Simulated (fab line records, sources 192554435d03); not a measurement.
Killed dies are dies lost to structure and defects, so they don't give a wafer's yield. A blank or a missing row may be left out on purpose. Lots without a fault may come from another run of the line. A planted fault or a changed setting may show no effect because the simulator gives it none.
Chamber matching | flow n5_finfet | N5_BEOL_M13_DESCUM_33 on rie_diel-03: 4 sister chambers
The step chemistry O2, time 7.9 s. 22 wafers are shown with their chamber, then 11 later ones without.

WAFERS WITH THEIR CHAMBER
wafer  | chamber | drypump_motor_current_A (A) | throttle_valve_pct (%) | oes_product_au (a.u.)
L077.2 | 3       | 6.5                         | 20.4                   | 0.70
L077.3 | 0       | 5.2                         | 20.3                   | 0.87
L077.6 | 2       | 6.0                         | 20.2                   | 0.67
L081.1 | 3       | 6.5                         | 20.4                   | 0.70
L081.2 | 0       | 5.2                         | 20.4                   | 0.85
L081.6 | 0       | 5.2                         | 20.4                   | 0.85
L083.1 | 3       | 6.4                         | 20.5                   | 0.70
L083.2 | 0       | 5.2                         | 20.3                   | 0.84
L083.3 | 1       | 5.9                         | 20.0                   | 0.91
L083.4 | 3       | 6.4                         | 20.5                   | 0.70
L083.5 | 1       | 5.9                         | 20.0                   | 0.91
L083.6 | 0       | 5.2                         | 20.4                   | 0.86
L085.2 | 2       | 6.0                         | 19.7                   | 0.98
L085.3 | 3       | 6.5                         | 20.4                   | 0.69
L085.6 | 2       | 6.0                         | 19.8                   | 0.99
L089.1 | 1       | 5.9                         | 20.1                   | 0.88
L089.2 | 0       | 5.2                         | 20.4                   | 0.83
L089.5 | 2       | 6.0                         | 19.8                   | 0.93
L091.3 | 0       | 5.2                         | 20.4                   | 0.84
L091.4 | 1       | 5.9                         | 20.1                   | 0.88
L091.6 | 1       | 5.9                         | 20.0                   | 0.87
L090.2 | 0       | 5.3                         | 20.4                   | 0.82

SIGNATURES (means of the wafers above)
reading                 | chamber 0 | chamber 1 | chamber 2 | chamber 3 | scatter within a chamber
drypump_motor_current_A | 5.213     | 5.900     | 6.000     | 6.460     | 0.034
throttle_valve_pct      | 20.375    | 20.040    | 19.875    | 20.440    | 0.102
oes_product_au          | 0.8450    | 0.8900    | 0.8925    | 0.6980    | 0.063
Rule: a wafer's distance from a chamber is the root of the sum, over the readings, of the square of ((its reading less the chamber's mean) divided by the reading's scatter). The wafer belongs to the nearest chamber; if the next one is less than 2 further off, it can't be placed. The scatter: the root of (the sum of the squares of (reading less its chamber's mean) over the shown wafers, divided by (wafers less chambers)).

WAFERS WITHOUT THEIR CHAMBER
wafer  | drypump_motor_current_A (A) | throttle_valve_pct (%) | oes_product_au (a.u.)
L090.3 | 6.5                         | 20.5                   | 0.68
L090.6 | 6.0                         | 19.8                   | 0.92
L088.1 | 6.5                         | 20.5                   | 0.69
L088.5 | 6.5                         | 20.5                   | 0.69
L088.6 | 5.9                         | 19.8                   | 0.93
L093.1 | 5.3                         | 20.4                   | 0.83
L093.3 | 5.9                         | 19.8                   | 0.92
L093.6 | 5.9                         | 20.1                   | 0.87
L095.1 | 5.9                         | 20.1                   | 0.86
L095.3 | 5.2                         | 20.4                   | 0.81
L095.6 | 5.2                         | 20.4                   | 0.82

WHICH CHAMBER EACH WENT THROUGH
wafer  | from the rows above     | in truth
L090.3 | 3                       | 3
L090.6 | 2                       | 2
L088.1 | 3                       | 3
L088.5 | 3                       | 3
L088.6 | can't be placed: 1 or 2 | 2
L093.1 | 0                       | 0
L093.3 | can't be placed: 1 or 2 | 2
L093.6 | 1                       | 1
L095.1 | 1                       | 1
L095.3 | 0                       | 0
L095.6 | 0                       | 0
Placed correctly: 9 of 11. Can't be placed from these rows: 2 (the true chamber is among the candidates in 2). Placed wrongly: 0.
